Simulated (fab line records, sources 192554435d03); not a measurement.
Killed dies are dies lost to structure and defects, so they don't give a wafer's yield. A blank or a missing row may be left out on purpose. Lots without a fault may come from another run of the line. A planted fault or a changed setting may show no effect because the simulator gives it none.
fab line records | flow n5_finfet
record lots=5 wafers=15 last_day=18
route steps=1938 shown HKMG_FIN@439 BEOL_M4@1111
lots that met no fault: from a run of the same line without faults
start_h: hours from the record's first day to the start of the lot's first wafer shown | wait_h: hours since the lot's step before | " the same as in the row above | L1.1+2: a row that stands for several wafers | - no value, or no start given | * or withheld: withheld | < > ~ a bound
route shown NAME@n: a module of which the file shows steps, and the number in the route of the first | usual: mean/standard deviation of fault-free wafers | same: alike in all rows | chamber/n: place in a boat | sites: the reading at each site | _std_site: their standard deviation | _edge_site: outer sites' mean less inner sites' | radius_mm: how far each site lies from the wafer's centre | mask NAME#n: copy n | behind: the tool/chamber that last shaped the wafer | hold: why the lot was held/for how many hours/how that ended | device: the transistor (n, p or np) that didn't switch | end of line: the same wafers' tests at the end of the route | a step without rows: its recipe alone | killed: dies lost to structure and defects at the first sort, not the wafer's yield | map: a wafer's dies, x killed, . not, _ none there
set.NAME: the setting as run; set.NAME@STEP: as run at that earlier step | model.NAME: the simulator's own value behind a step, which no gauge read
lots at some steps of the route; a table a step, a row a wafer
services: from which hour (start_h, from the record's first day; less than 0 if before it) a tool's chamber was out of use, for how many hours, and why
## steps
# step N5_HKMG_FIN_STRIP_92
# recipe chemistry=N2/H2 material=SOC time_s=20 power_w=500 temp_c=40 pressure_mtorr=50 rf_frequency_hz=6e+07 bias_power_w=8 h2_frac=0.5 n2_flow_sccm=300 h2_flow_sccm=300
# usual drypump_motor_current_A=6.0/0.37 oes_product_au=0.78/0.091 rf_vpp_V=54.3/0.82 showerhead_plenum_p_Torr=3.36/0.087 throttle_valve_pct=19.18/0.29
# columns lot.wafer tool chamber start_h wait_h drypump_motor_current_A oes_product_au rf_hours_counter_h rf_vpp_V showerhead_plenum_p_Torr throttle_valve_pct
L739.3 rie_diel-03 0 105.20 0.1 5.8 0.90 37 55.4 3.42 19.33
L739.4 " 1 " " 6.6 0.66 244 53.5 3.32 19.35
L739.6 " 2 " " 5.5 0.71 - 56.0 3.47 19.58
L742.2 rie_diel-03 0 128.63 0.1 5.8 0.88 47 54.2 3.41 19.36
L742.3 " 2 " " 5.5 0.70 208 54.5 3.46 19.58
L742.4 " 2 " " 5.5 0.69 - 54.2 3.46 19.57
L746.2 rie_diel-05 0 150.43 0.1 6.1 0.84 62 55.2 3.28 19.17
L746.3 " 3 " " 6.3 0.71 199 54.3 3.47 19.64
L746.4 " 2 " " 6.3 0.83 69 53.3 3.27 18.82
L752.1 rie_diel-04 2 181.97 0.1 5.4 0.99 3 54.1 3.29 18.48
L752.3 " 3 " " 6.3 0.66 251 54.2 3.17 19.38
L752.5 " 1 " " 6.0 0.70 - 54.2 3.35 19.04
L756.2 rie_diel-05 0 208.88 0.1 6.1 0.82 84 53.1 3.26 19.23
L756.4 " 0 " " 6.1 0.81 - 54.5 3.26 19.22
L756.6 " 1 " " 6.3 0.93 - 53.8 3.30 18.90
# step N5_HKMG_FIN_WET_ETCH_18
# recipe chemistry=SC1 target=TiN mix=1:1:5 temp_c=* time_s=55 target_depth_nm=5.2 dry=ipa_marangoni rinse_time_s=30 rinse_temp_c=23
# step N5_HKMG_FIN_STRIP_19
# recipe chemistry=N2/H2 power_w=2500 temp_c=300 h2_frac=0.65 time_s=360 pressure_mtorr=withheld n2_flow_sccm=1750 h2_flow_sccm=3250
# step N5_HKMG_FIN_ALD_91
# recipe material=TiN target_thk_a=10 temp_c=400 ald_precursor_family=TiCl4 ald_co_reactant=NH3 pulse_time_s=1 purge_time_s=3 co_reactant_purge_time_s=2 co_reactant_pulse_time_s=2 ald_cycles=47 pressure_torr=3
# step N5_HKMG_FIN_COAT_85
# recipe resist=SOC temp_c=250 time_s=60 spin_rpm=1500 resist_thk_nm=300
# step N5_HKMG_FIN_ETCH_86
# recipe chemistry=N2/H2 target=SOC target_depth_a=3932 stop_on=TiN ion_energy_ev=100 bias_w=61 pressure_mtorr=30 source_w=850 n2_flow_sccm=200 h2_flow_sccm=200
# usual drypump_motor_current_A=6.0/0.4 oes_product_au=0.77/0.092 rf_fwd_power_W=844/3 rf_vpp_V=240.7/1.2 showerhead_plenum_p_Torr=2.54/0.067 throttle_valve_pct=17.94/0.28
# columns lot.wafer tool chamber start_h wait_h drypump_motor_current_A oes_product_au rf_fwd_power_W rf_hours_counter_h rf_vpp_V showerhead_plenum_p_Torr throttle_valve_pct
L739.3 rie_diel-04 3 106.07 - 6.4 0.69 845 229 238.3 2.40 18.18
L739.4 " 0 " " 5.4 0.68 842 225 241.9 2.63 17.91
L739.6 " 3 " " 6.3 0.68 847 - 239.8 2.40 18.20
L742.2 rie_diel-04 1 129.50 - 6.0 0.71 847 165 240.6 2.55 17.83
L742.3 " 2 " " 5.3 0.68 842 245 240.4 2.49 17.74
L742.4 " 1 " " 6.0 0.71 848 - 242.4 2.55 17.84
L746.2 rie_diel-03 0 151.30 - 5.7 0.86 850 55 240.8 2.58 18.04
L746.3 " 1 " " 6.5 0.95 842 2 240.0 2.51 17.93
L746.4 " 2 " " 5.5 0.70 848 217 241.5 2.62 18.37
L752.1 rie_diel-04 2 182.98 - 5.4 0.97 843 4 241.7 2.49 17.35
L752.3 " 3 " " 6.3 0.67 843 252 238.8 2.39 18.22
L752.5 " 1 " " 6.0 0.69 847 - 241.0 2.54 17.88
L756.2 rie_diel-05 1 209.79 - 6.2 0.92 845 6 240.4 2.50 17.79
L756.4 " 0 " " 6.1 0.81 837 - 240.0 2.47 17.67
L756.6 " 1 " " 6.2 0.92 843 - 240.1 2.50 17.77
# step N5_HKMG_FIN_STRIP_89
# recipe chemistry=N2/H2 material=SOC time_s=20 power_w=500 temp_c=40 pressure_mtorr=50 rf_frequency_hz=6e+07 bias_power_w=8 h2_frac=0.5 n2_flow_sccm=300 h2_flow_sccm=300
# step N5_HKMG_FIN_WET_ETCH_87
# recipe chemistry=SC1 target=TiN mix=1:2:40 temp_c=50 time_s=154.2 target_depth_nm=4.7 dry=ipa_marangoni rinse_time_s=30 rinse_temp_c=23
# step N5_HKMG_FIN_STRIP_88
# recipe chemistry=N2/H2 power_w=2500 temp_c=300 h2_frac=0.65 time_s=360 pressure_mtorr=withheld n2_flow_sccm=1750 h2_flow_sccm=3250
# usual drypump_motor_current_A=5.57/0.18 heater_power_w=488/42
# columns lot.wafer tool chamber start_h wait_h drypump_motor_current_A heater_power_w rf_hours_counter_h
L739.3 plasma_asher-01 0 106.45 0.1 5.38 436 -
L739.4 " 1 " " 5.76 566 -
L739.6 " 1 " " 5.72 555 -
L742.2 plasma_asher-01 0 129.75 0.0 5.39 452 99
L742.3 " 1 " " 5.79 553 -
L742.4 " 0 " " 5.37 444 -
L746.2 plasma_asher-01 1 151.55 0.0 5.76 532 105
L746.3 " 1 " " 5.75 541 -
L746.4 " 0 " " 5.38 445 -
L752.1 plasma_asher-01 0 183.23 0.0 5.47 436 112
L752.3 " 0 " " 5.43 455 -
L752.5 " 1 " " 5.76 544 -
L756.2 plasma_asher-02 0 210.03 0.0 5.38 483 65
L756.4 " 0 " " 5.35 483 -
L756.6 " 0 " " 5.36 471 -
# step N5_HKMG_FIN_NWFM_ALD_20
# recipe material=TiAlC target_thk_a=20 temp_c=300 ald_precursor_family=TiCl4 ald_co_reactant=TEA pulse_time_s=3 purge_time_s=2 co_reactant_purge_time_s=2 co_reactant_pulse_time_s=10 ald_cycles=7 pressure_torr=3
# step N5_HKMG_FIN_ALD_71
# recipe material=TiN target_thk_a=10 temp_c=400 ald_precursor_family=TiCl4 ald_co_reactant=NH3 pulse_time_s=1 purge_time_s=3 co_reactant_purge_time_s=2 co_reactant_pulse_time_s=2 ald_cycles=47 pressure_torr=3
# usual heater_power_w=884/75 precursor_pulse_height_rel=0.999/0.021
# same ald_cycles=47
# columns lot.wafer tool chamber start_h wait_h heater_power_w precursor_pulse_height_rel since_wet_clean_h
L739.3 ald_metal-02 2 106.81 0.0 826 1.023 1308
L739.4 " 0 " " 845 0.974 1308
L739.6 " 3 " " 929 0.984 -
L742.2 ald_metal-01 1 130.23 0.0 1010 1.003 2870
L742.3 " 0 " " 898 0.977 2870
L742.4 " 3 " " 971 1.013 2870
L746.2 ald_metal-02 1 152.04 0.0 884 1.010 1353
L746.3 " 0 " " 860 0.982 1353
L746.4 " 2 " " 827 0.991 1353
L752.1 ald_metal-03 0 183.71 0.0 823 1.012 6001
L752.3 " 3 " " 829 0.985 6001
L752.5 " 2 " " 818 0.992 -
L756.2 ald_metal-03 0 210.52 0.0 817 1.009 6027
L756.4 " 2 " " 811 0.984 6027
L756.6 " 2 " " 814 0.967 -
# step N5_HKMG_FIN_COAT_66
# recipe resist=SOC temp_c=250 time_s=60 spin_rpm=1500 resist_thk_nm=300
# step N5_HKMG_FIN_ETCH_67
# recipe chemistry=N2/H2 target=SOC target_depth_a=3889 stop_on=TiN ion_energy_ev=100 bias_w=61 pressure_mtorr=30 source_w=850 n2_flow_sccm=200 h2_flow_sccm=200
# usual drypump_motor_current_A=5.9/0.4 oes_product_au=0.76/0.092 rf_fwd_power_W=845/3.4 rf_vpp_V=240.4/1.1 showerhead_plenum_p_Torr=2.54/0.067 throttle_valve_pct=17.90/0.27
# columns lot.wafer tool chamber start_h wait_h drypump_motor_current_A oes_product_au rf_fwd_power_W rf_hours_counter_h rf_vpp_V showerhead_plenum_p_Torr throttle_valve_pct model.SOC_of_HKMG_FIN_COAT_66.thk_nm model.TiN_of_HKMG_FIN_ALD_71.thk_nm
L739.3 rie_diel-04 1 107.15 - 6.1 0.72 850 157 240.8 2.55 17.83 19 1
L739.4 " 0 " " 5.4 0.68 845 225 242.3 2.63 17.90 17.8 1
L739.6 " 3 " " 6.3 0.68 847 - 238.2 2.40 18.19 26.2 1
L742.2 rie_diel-04 1 130.61 - 6.1 0.71 845 166 241.0 2.55 17.83 16.8 1
L742.3 " 2 " " 5.4 0.68 842 246 241.0 2.49 17.75 22.2 1
L742.4 " 0 " " 5.4 0.68 848 - 241.9 2.62 17.90 16.8 1
L746.2 rie_diel-04 3 152.56 - 6.3 0.68 1048 238 221.8 2.40 18.20 8.2 0
L746.3 " 1 " " 6.0 0.70 847 177 238.7 2.54 17.87 17 1
L746.4 " 1 " " 6.1 0.70 847 - 239.4 2.54 17.86 18.2 1
L752.1 rie_diel-03 2 184.12 - 5.5 0.68 848 228 240.8 2.62 18.39 23.6 1
L752.3 " 0 " " 5.8 0.84 840 66 239.8 2.58 18.06 14.8 1
L752.5 " 2 " " 5.4 0.68 847 - 241.8 2.62 18.38 24.6 1
L756.2 rie_diel-05 2 210.86 - 6.3 0.77 846 95 239.7 2.46 17.62 13.6 0.8
L756.4 " 1 " " 6.3 0.92 845 - 239.9 2.50 17.76 15.2 1
L756.6 " 2 " " 6.3 0.79 843 - 239.8 2.46 17.61 14.8 1
# step N5_HKMG_FIN_STRIP_90
# recipe chemistry=N2/H2 material=SOC time_s=20 power_w=500 temp_c=40 pressure_mtorr=50 rf_frequency_hz=6e+07 bias_power_w=8 h2_frac=0.5 n2_flow_sccm=300 h2_flow_sccm=300
# usual drypump_motor_current_A=6.0/0.41 oes_product_au=0.77/0.094 rf_vpp_V=54.2/0.89 showerhead_plenum_p_Torr=3.35/0.085 throttle_valve_pct=19.12/0.28
# columns lot.wafer tool chamber start_h wait_h drypump_motor_current_A oes_product_au rf_hours_counter_h rf_vpp_V showerhead_plenum_p_Torr throttle_valve_pct
L739.3 rie_diel-04 1 107.21 0.0 6.1 0.72 157 53.5 3.37 18.98
L739.4 " 0 " " 5.4 0.68 226 55.2 3.47 19.09
L739.6 " 3 " " 6.3 0.68 - 53.4 3.18 19.32
L742.2 rie_diel-04 1 130.67 0.0 6.0 0.72 166 53.4 3.36 19.00
L742.3 " 2 " " 5.4 0.68 246 54.3 3.30 18.87
L742.4 " 0 " " 5.4 0.68 - 53.4 3.46 19.09
L746.2 rie_diel-04 3 152.62 0.0 6.4 0.67 238 54.6 3.17 19.36
L746.3 " 1 " " 6.1 0.72 177 52.8 3.36 19.02
L746.4 " 1 " " 6.1 0.71 - 54.3 3.36 19.04
L752.1 rie_diel-03 2 184.18 0.0 5.5 0.68 229 54.4 3.45 19.60
L752.3 " 0 " " 5.8 0.84 67 55.1 3.40 19.37
L752.5 " 2 " " 5.5 0.68 - 57.1 3.45 19.63
L756.2 rie_diel-05 2 210.92 0.0 6.3 0.79 96 53.9 3.26 18.85
L756.4 " 1 " " 6.2 0.92 - 54.6 3.30 18.91
L756.6 " 2 " " 6.3 0.80 - 53.3 3.26 18.86
# step N5_BEOL_M4_RC_MEAS_101
# usual DIBL_N=36.5/1.4 DIBL_P=36.9/1.7 IOFF_N=0.163/0.023 IOFF_P=0.22/0.032 ION_N=673/9 ION_P=462/7.5 SS_N=71.6/0.54 SS_P=73.4/0.62 VT_N=249.8/2.8 VT_P=-250/3.5
# columns lot.wafer tool chamber start_h wait_h DIBL_N[mV/V] DIBL_P[mV/V] IOFF_N[nA/um] IOFF_P[nA/um] ION_N[uA/um] ION_P[uA/um] SS_N[mV/dec] SS_P[mV/dec] VT_N[mV] VT_P[mV]
L739.3 prober-02 0 210.84 0.3 38.4 39.6 0.184 0.24 685 471 71.8 74.1 247.9 -248
L739.4 " 0 " " 38.0 38.6 0.175 0.23 663 456 72.2 73.2 250.1 -251
L739.6 " 0 " " 37.1 38.3 0.159 0.21 682 467 71.9 73.0 247.3 -252
L742.2 prober-01 0 213.27 0.2 34.3 35.5 0.149 0.22 677 468 72.3 73.1 248.2 -249
L742.3 " 0 " " 35.8 37.1 0.162 0.24 670 465 71.9 73.6 251.1 -247
L742.4 " 0 " " 35.5 36.8 0.170 0.24 676 467 72.5 73.2 248.0 -249
L746.2 prober-02 0 245.77 0.2 35.2 34.9 0.137 0.19 676 460 70.7 72.8 252.8 -253
L746.3 " 0 " " 35.3 34.9 0.141 0.20 666 461 70.8 72.9 253.7 -248
L746.4 " 0 " " 36.9 37.8 0.178 0.24 680 467 71.6 73.4 248.0 -251
L752.1 prober-01 0 280.47 0.0 38.4 39.5 0.175 0.22 669 457 71.6 73.4 250.4 -252
L752.3 " 0 " " 37.9 38.7 0.160 0.21 679 459 71.1 74.2 252.6 -254
L752.5 " 0 " " 38.2 38.7 0.171 0.20 676 460 71.0 73.8 251.4 -254
L756.2 prober-02 0 310.03 0.2 37.8 36.4 0.151 0.20 665 457 72.0 73.1 253.7 -251
L756.4 " 0 " " 37.6 36.6 0.159 0.21 675 461 72.3 73.2 249.4 -250
L756.6 " 0 " " 36.4 35.7 0.138 0.19 663 454 71.3 73.0 255.7 -251
## services
# columns tool chamber start_h hours kind
ald_metal-02 1 83.73 5.2 repair
rie_diel-04 - 94.95 0.9 repair
ald_metal-01 0 107.44 20.9 repair
ald_metal-03 1 113.25 24.0 repair
ald_metal-03 2 116.12 4.3 repair
ald_metal-03 2 139.43 27.2 repair
ald_metal-02 - 148.37 1.7 repair
rie_diel-04 2 149.43 - clean
rie_diel-04 2 149.43 - consumable_replace:focus_ring
rie_diel-04 2 149.43 24.1 scheduled_down
rie_diel-04 2 149.43 24.1 vent_cycle
rie_diel-04 0 154.52 2.4 repair
rie_diel-04 0 161.59 5.3 repair
rie_diel-03 1 165.50 5.0 repair
rie_diel-04 0 173.53 - clean
rie_diel-04 0 173.53 - consumable_replace:focus_ring
rie_diel-04 0 173.53 14.9 scheduled_down
rie_diel-04 0 173.53 14.9 vent_cycle
rie_diel-04 3 188.51 - clean
rie_diel-04 3 188.51 - consumable_replace:focus_ring
rie_diel-04 3 188.51 - consumable_replace:showerhead
rie_diel-04 3 188.51 14.8 scheduled_down
ald_metal-01 - 202.06 2.8 pm
rie_diel-05 3 202.56 13.1 repair
## key
first_sign step=N5_HKMG_FIN_ETCH_67 reading=rf_fwd_power_W direction=up sigmas=60 usual=* struck=*
effect step=N5_HKMG_FIN_ETCH_67 reading=rf_vpp_V direction=down sigmas=16 usual=240.4 struck=221.8
model_effect step=N5_HKMG_FIN_ETCH_67 value=SOC_of_HKMG_FIN_COAT_66.thk_nm without=27.6 struck=8.2
met_at N5_HKMG_FIN_ETCH_67
struck_wafers L746.2
onset_between 107.15 152.56
fault kind=process_parameter_drift tool=rie_diel-04 chamber=3 onset_h=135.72 steps=N5_HKMG_FIN_ETCH_67 channel=source_w offset=204 shape=step end_h=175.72 acts_in=these_recipes_only stated=850
